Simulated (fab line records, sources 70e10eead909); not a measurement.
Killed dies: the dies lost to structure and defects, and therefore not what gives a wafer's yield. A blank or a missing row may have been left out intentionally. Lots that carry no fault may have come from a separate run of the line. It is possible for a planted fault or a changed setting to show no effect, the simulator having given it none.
fab line records	flow nand-harc
record: lots: 11	wafers: 33	last-day: 33
route steps=1302 shown A_CHANNEL_HOLE_D2@580 A_CHANNEL_FILL_D2@612
lots untouched by any fault: they come from a run of this same line in which no faults occurred
start-h: hours from the record's opening day to when the first of the lot's shown wafers began	wait-h: hours since the lot's step before	" repeats the value in the row above	L1.1+2: several wafers, shown together as one row	- no value, or no start was given	* or withheld: withheld	< > ~ a bound
route shown NAME@n: a module of which the file shows steps, and the number in the route of the first	usual: average and standard deviation across the fault-free wafers	same: alike in all rows	chamber/n: place in a boat	sites: the reading at each site	_std_site: standard deviation of those values	_edge_site: outer sites' mean less inner sites'	radius-mm: for every site, how far away it sits from the centre of the wafer	mask NAME#n: copy n	behind: the tool/chamber that last shaped the wafer	hold: cause of the lot's hold/its duration in hours/its outcome	device: transistor that didn't switch, given as n, p or np	end of line: the tests these same wafers got at the end of their route	for a step that has no rows: nothing shown but its recipe	killed: the dies lost at the first sort to structure and to defects; this is not the yield of the wafer	map: dies across one wafer; x = killed, . = not, _ = none there
set.NAME: the setting as run; set.NAME@STEP: as run at that earlier step	model.NAME: the simulator's own value behind a step, which no gauge read
one table for each step of the route and one row for each wafer, over a sample of lots
services: a tool's chamber out of use, with start hour (start-h, from the record's first day; less than 0 if before it), hours out, and reason
== steps ==
step: NHARC_A_CHANNEL_HOLE_D2_PEB_08
recipe: peb-temp-c: 100	peb-time-s: 65
usual: heater-power-total-W: 156.6/0.42
lot.wafer	tool	chamber	start-h	wait-h	heater-power-total-W
L308.1	litho-track-01	0	301.48	0.1	157.1
L308.3	"	0	"	"	156.0
L308.5	"	0	"	"	157.1
L309.1	litho-track-06	0	301.70	0.1	157.2
L309.4	"	0	"	"	155.9
L309.5	"	0	"	"	156.7
L310.1	litho-track-06	0	322.87	0.1	157.2
L310.2	"	0	"	"	157.2
L310.5	"	0	"	"	156.1
L315.1	litho-track-06	0	390.63	0.1	168.0
L315.2	"	0	"	"	166.8
L315.4	"	0	"	"	167.9
L318.4	litho-track-04	0	404.02	0.1	157.2
L318.5	"	0	"	"	156.3
L318.6	"	0	"	"	156.1
L317.2	litho-track-06	0	405.78	0.1	168.0
L317.5	"	0	"	"	167.7
L317.6	"	0	"	"	167.7
L323.1	litho-track-01	0	449.41	0.1	156.9
L323.2	"	0	"	"	156.2
L323.3	"	0	"	"	156.0
L325.1	litho-track-04	0	461.49	0.1	156.8
L325.2	"	0	"	"	157.1
L325.4	"	0	"	"	156.2
L328.1	litho-track-06	0	506.05	0.1	156.3
L328.2	"	0	"	"	157.1
L328.6	"	0	"	"	157.1
L330.1	litho-track-06	0	518.95	0.1	156.3
L330.3	"	0	"	"	155.9
L330.4	"	0	"	"	156.3
L329.1	litho-track-06	0	520.33	0.1	156.8
L329.2	"	0	"	"	156.6
L329.5	"	0	"	"	156.4
step: NHARC_A_CHANNEL_HOLE_D2_CD_MEAS_10
recipe: target-cd-nm: 100	landing-energy-ev: 500
usual: cd-nm: 100.0/0.54
lot.wafer	tool	chamber	start-h	wait-h	cd-nm
L308.1	cd-sem-02	0	301.56	-	99.8
L308.3	"	0	"	"	99.6
L308.5	"	0	"	"	99.4
L309.1	cd-sem-01	0	301.78	-	99.4
L309.4	"	0	"	"	100.2
L309.5	"	0	"	"	100.1
L310.1	cd-sem-01	0	322.94	-	99.9
L310.2	"	0	"	"	100.9
L310.5	"	0	"	"	100.1
L315.1	cd-sem-03	0	390.71	-	96.6
L315.2	"	0	"	"	96.6
L315.4	"	0	"	"	96.5
L318.4	cd-sem-03	0	404.10	-	100.7
L318.5	"	0	"	"	100.1
L318.6	"	0	"	"	100.3
L317.2	cd-sem-02	0	405.86	-	96.5
L317.5	"	0	"	"	96.5
L317.6	"	0	"	"	96.2
L323.1	cd-sem-01	0	449.49	-	99.4
L323.2	"	0	"	"	100.2
L323.3	"	0	"	"	99.7
L325.1	cd-sem-02	0	461.57	-	99.6
L325.2	"	0	"	"	98.9
L325.4	"	0	"	"	98.8
L328.1	cd-sem-01	0	506.13	-	100.1
L328.2	"	0	"	"	100.4
L328.6	"	0	"	"	100.8
L330.1	cd-sem-03	0	519.03	-	100.2
L330.3	"	0	"	"	99.6
L330.4	"	0	"	"	100.2
L329.1	cd-sem-01	0	520.41	-	100.2
L329.2	"	0	"	"	100.5
L329.5	"	0	"	"	100.7
step: NHARC_A_CHANNEL_HOLE_D2_ETCH_39
recipe: target-depth-a: 2600	over-etch-frac: 0.3	time-s: 325	ion-energy-ev: 200	n2-flow-sccm: 150	h2-flow-sccm: 150	ar-flow-sccm: 0	rf-w: 400	bias-w: 150	chemistry: N2/H2
usual: drypump-motor-current-A: 5.9/0.31	h2-flow-sccm: 150.0/0.47	oes-product-au: 0.999/0.01	rf-vpp-V: 428.6/2.2	showerhead-plenum-p-Torr: 1.97/0.071	throttle-valve-pct: 14.171/0.0092
lot.wafer	tool	chamber	start-h	wait-h	drypump-motor-current-A	h2-flow-sccm	oes-product-au	rf-hours-counter-h	rf-vpp-V	showerhead-plenum-p-Torr	throttle-valve-pct
L308.3	rie-diel-02	0	-	-	5.8	150.8	0.993	4.2	430.3	2.00	14.176
L308.1	"	2	"	"	6.2	150.5	0.997	3.9	427.5	1.94	14.179
L308.5	"	1	"	"	5.6	150.8	0.996	-	427.6	1.99	14.158
L309.4	rie-diel-06	1	-	-	5.7	150.5	0.984	8.0	426.1	1.90	14.167
L309.1	"	3	"	"	5.5	149.8	1.012	8.4	426.6	1.91	14.174
L309.5	"	1	"	"	5.7	149.9	0.992	-	427.9	1.90	14.163
L310.1	rie-diel-06	0	-	-	5.9	149.6	1.007	0.5	427.5	1.92	14.162
L310.2	"	2	"	"	5.8	149.4	1.002	1.0	426.0	1.93	14.164
L310.5	"	3	"	"	5.5	150.5	0.988	-	427.0	1.91	14.169
L315.4	rie-diel-06	1	-	-	5.8	150.1	0.987	3.2	425.7	1.90	14.168
L315.2	"	2	"	"	5.8	149.4	0.995	4.1	427.1	1.92	14.166
L315.1	"	3	"	"	5.5	151.0	0.986	4.8	427.9	1.91	14.174
L318.4	rie-diel-12	2	-	-	6.6	149.6	1.011	8.6	427.4	1.96	14.179
L318.6	"	2	"	"	6.6	150.1	0.998	-	428.3	1.96	14.164
L318.5	"	3	"	"	6.4	149.8	1.009	-	432.4	2.12	14.179
L317.2	rie-diel-02	0	-	-	5.8	150.8	0.983	0.1	430.8	2.00	14.172
L317.6	"	2	"	"	6.3	150.0	0.999	-	429.1	1.94	14.178
L317.5	"	3	"	"	5.5	149.1	0.991	-	427.9	1.94	14.168
L323.3	rie-diel-02	2	-	-	6.2	149.7	1.007	2.8	428.8	1.94	14.164
L323.1	"	3	"	"	5.6	150.6	0.986	3.4	429.2	1.94	14.172
L323.2	"	1	"	"	5.6	149.9	0.979	2.8	429.9	1.98	14.167
L325.2	rie-diel-06	2	-	-	5.8	150.4	0.993	8.5	427.1	1.92	14.172
L325.1	"	0	"	"	5.9	149.8	1.019	9.6	427.6	1.92	14.164
L325.4	"	1	"	"	5.7	149.9	1.001	8.2	425.5	1.90	14.169
L328.2	rie-diel-02	0	-	-	5.7	149.8	0.994	5.8	428.9	2.00	14.187
L328.1	"	1	"	"	5.6	149.2	0.996	5.1	428.8	1.98	14.182
L328.6	"	0	"	"	5.7	150.8	1.010	-	428.4	2.00	14.179
L330.3	rie-diel-02	0	-	-	5.8	150.2	0.995	6.8	428.7	2.00	14.163
L330.1	"	3	"	"	5.6	149.6	0.997	7.0	427.5	1.94	14.158
L330.4	"	0	"	"	5.8	150.0	1.003	-	430.6	2.00	14.169
L329.1	rie-diel-06	1	-	-	5.7	150.2	0.996	0.6	427.8	1.90	14.167
L329.2	"	3	"	"	5.5	149.4	1.007	0.5	428.4	1.91	14.168
L329.5	"	1	"	"	5.7	150.1	0.994	-	427.3	1.90	14.189
step: NHARC_A_CHANNEL_HOLE_D2_ETCH_21
recipe: bias-v: 3000	source-w: withheld	pressure-mtorr: 20	time-s: 514.3	ar-flow-sccm: 375	c4f8-flow-sccm: 89.3	o2-flow-sccm: 35.7	temp-c: -20	target-depth-a: 16000	chemistry: C4F8/O2/Ar
usual: c4f8-flow-sccm: 89.31/0.27	drypump-motor-current-A: 5.9/0.51	o2-flow-sccm: 35.69/0.12	showerhead-plenum-p-Torr: 3.70/0.16	throttle-valve-pct: 32.155/0.0085
lot.wafer	tool	chamber	start-h	wait-h	c4f8-flow-sccm	drypump-motor-current-A	o2-flow-sccm	rf-hours-counter-h	showerhead-plenum-p-Torr	throttle-valve-pct
L308.1	har-etch-02	0	303.43	0.3	89.37	6.3	35.68	361	3.48	32.172
L308.3	"	1	"	"	89.70	5.6	35.60	-	3.52	32.163
L308.5	"	1	"	"	89.46	5.6	35.67	-	3.52	32.159
L309.1	har-etch-01	0	305.68	0.3	89.22	6.5	35.69	160	3.58	32.162
L309.4	"	0	"	"	89.15	6.5	35.59	-	3.58	32.158
L309.5	"	0	"	"	89.59	6.5	35.69	-	3.58	32.163
L310.2	har-etch-02	0	325.62	0.3	89.09	6.2	35.80	372	3.47	32.149
L310.1	"	1	"	"	89.24	5.6	35.53	388	3.52	32.136
L310.5	"	1	"	"	89.01	5.6	35.74	-	3.52	32.145
L315.1	har-etch-02	1	395.41	0.3	89.11	5.5	35.65	0	3.93	32.162
L315.2	"	0	"	"	89.55	6.2	35.59	0	3.93	32.154
L315.4	"	0	"	"	89.61	6.2	35.58	-	3.93	32.156
L318.4	har-etch-01	0	406.34	0.3	89.19	6.5	35.59	-	3.55	32.152
L318.5	"	1	"	"	88.96	5.3	35.82	-	3.67	32.134
L318.6	"	0	"	"	88.99	6.5	35.58	-	3.56	32.157
L317.2	har-etch-02	1	411.35	0.3	89.47	5.6	35.61	15	3.92	32.165
L317.6	"	1	"	"	89.71	5.5	35.68	-	3.92	32.146
L317.5	"	0	"	"	89.30	6.2	36.03	-	3.92	32.153
L323.2	har-etch-02	0	453.52	0.3	89.40	6.2	35.56	38	3.91	32.161
L323.1	"	1	"	"	89.29	5.5	35.68	38	3.91	32.152
L323.3	"	1	"	"	89.52	5.6	35.75	-	3.91	32.145
L325.1	har-etch-02	1	465.66	0.3	89.50	5.6	35.70	50	3.91	32.158
L325.2	"	0	"	"	88.81	6.2	35.70	50	3.90	32.148
L325.4	"	1	"	"	89.43	5.6	35.79	-	3.90	32.155
L328.1	har-etch-02	0	511.13	0.3	89.70	6.2	35.71	73	3.89	32.148
L328.2	"	1	"	"	89.25	5.6	35.53	73	3.89	32.168
L328.6	"	1	"	"	89.02	5.6	35.85	-	3.89	32.150
L330.1	har-etch-02	0	521.02	0.3	89.60	6.3	35.55	77	3.89	32.168
L330.4	"	0	"	"	89.81	6.3	35.87	-	3.89	32.174
L330.3	"	1	"	"	89.18	5.6	35.95	-	3.89	32.155
L329.2	har-etch-01	0	522.20	0.3	89.13	6.5	35.72	282	3.52	32.150
L329.1	"	1	"	"	89.53	5.3	35.58	282	3.63	32.160
L329.5	"	1	"	"	89.24	5.3	35.62	-	3.63	32.157
step: NHARC_A_CHANNEL_FILL_D2_ALD_02
recipe: target-thk-a: 60	pulse-time-s: 10	ald-cycles: 60	temp-c: 300	material: SiO2
usual: heater-power-w: 460/34	precursor-pulse-height-rel: 1.000/0.019
lot.wafer	tool	chamber	start-h	wait-h	heater-power-w	precursor-pulse-height-rel	since-wet-clean-h
L308.1	ald-hk-03	0	308.87	0.1	547	1.012	87
L308.3	"	2	"	"	414	0.982	87
L308.5	"	0	"	"	549	1.031	-
L309.1	ald-hk-01	3	314.43	-	462	1.002	4
L309.4	"	1	"	"	450	0.977	4
L309.5	"	2	"	"	431	0.987	-
L310.1	ald-hk-01	2	331.17	-	429	0.984	21
L310.2	"	0	"	"	503	1.020	21
L310.5	"	1	"	"	448	1.018	-
L315.4	ald-hk-02	0	402.13	-	448	0.987	44
L315.1	"	2	"	"	464	1.010	44
L315.2	"	3	"	"	491	0.999	44
L318.4	ald-hk-02	3	411.65	-	509	1.020	53
L318.6	"	2	"	"	459	1.015	-
L318.5	"	3	"	"	490	1.015	-
L317.2	ald-hk-01	1	416.87	-	464	0.996	107
L317.6	"	0	"	"	508	1.020	-
L317.5	"	1	"	"	463	0.984	-
L323.3	ald-hk-02	1	458.98	-	454	1.008	101
L323.2	"	2	"	"	454	0.980	101
L323.1	"	3	"	"	495	0.985	101
L325.4	ald-hk-02	3	471.13	-	508	0.986	113
L325.1	"	1	"	"	457	1.013	113
L325.2	"	2	"	"	453	0.989	113
L328.2	ald-hk-03	1	516.84	-	436	1.014	117
L328.1	"	3	"	"	389	0.962	117
L328.6	"	1	"	"	423	0.972	-
L330.3	ald-hk-01	2	526.48	-	423	1.020	38
L330.1	"	0	"	"	491	0.988	38
L330.4	"	1	"	"	459	1.004	38
L329.2	ald-hk-01	2	527.90	-	431	1.007	40
L329.1	"	0	"	"	508	0.987	40
L329.5	"	1	"	"	449	0.983	-
== services ==
tool	chamber	start-h	hours	kind
rie-diel-12	2	296.80	3.3	repair
har-etch-01	-	300.16	0.5	repair
ald-hk-01	-	300.39	10.0	pm
rie-diel-02	-	306.39	0.4	repair
rie-diel-06	-	307.20	9.0	pm
litho-track-01	-	330.00	7.0	pm
ald-hk-02	-	348.50	10.0	pm
rie-diel-02	1	352.07	24.1	repair
litho-track-06	-	354.00	7.0	pm
rie-diel-12	-	354.05	0.3	repair
rie-diel-06	1	374.85	14.9	repair
har-etch-02	-	377.98	17.0	pm
litho-track-04	-	378.00	7.0	pm
rie-diel-06	3	392.61	16.5	repair
rie-diel-02	-	393.70	9.0	pm
ald-hk-01	-	415.84	0.4	repair
rie-diel-02	1	455.86	5.6	repair
ald-hk-02	-	457.53	0.7	repair
rie-diel-06	-	473.57	0.4	repair
rie-diel-06	2	475.67	1.4	repair
rie-diel-06	-	484.20	9.0	pm
rie-diel-02	3	493.72	4.7	repair
rie-diel-02	2	493.90	59.7	repair
litho-track-01	-	505.00	7.0	pm
== key ==
first-sign: step: NHARC_A_CHANNEL_HOLE_D2_PEB_08	reading: heater-power-total-W	direction: up	sigmas: 26	usual: *	struck: *
effect: step: NHARC_A_CHANNEL_HOLE_D2_CD_MEAS_10	reading: cd-nm	direction: down	sigmas: 6.5	usual: 100.0	struck: 96.5
met-at NHARC_A_CHANNEL_HOLE_D2_PEB_08
struck-lots L315,L317
tester-left-out L315,L317
not-acting-at NHARC_A_CHANNEL_HOLE_D2_ETCH_39,NHARC_A_CHANNEL_HOLE_D2_ETCH_21,NHARC_A_CHANNEL_FILL_D2_ALD_02
onset-between 322.87 390.63
fault: kind: process-parameter-drift	tool: litho-track-06	chamber: -	onset-h: 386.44	steps: NHARC_A_CHANNEL_HOLE_D2_PEB_08	channel: peb-time-s	offset: *	shape: step	end-h: 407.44	acts-in: *	stated: *
tester-left-out: of these lots the tester's yield and bins aren't shown, on N5 and GAA mostly nor the transistor test; their killed dies are dies lost to structure and defects alone, not to doping, threshold or leakage, so they don't give the yield
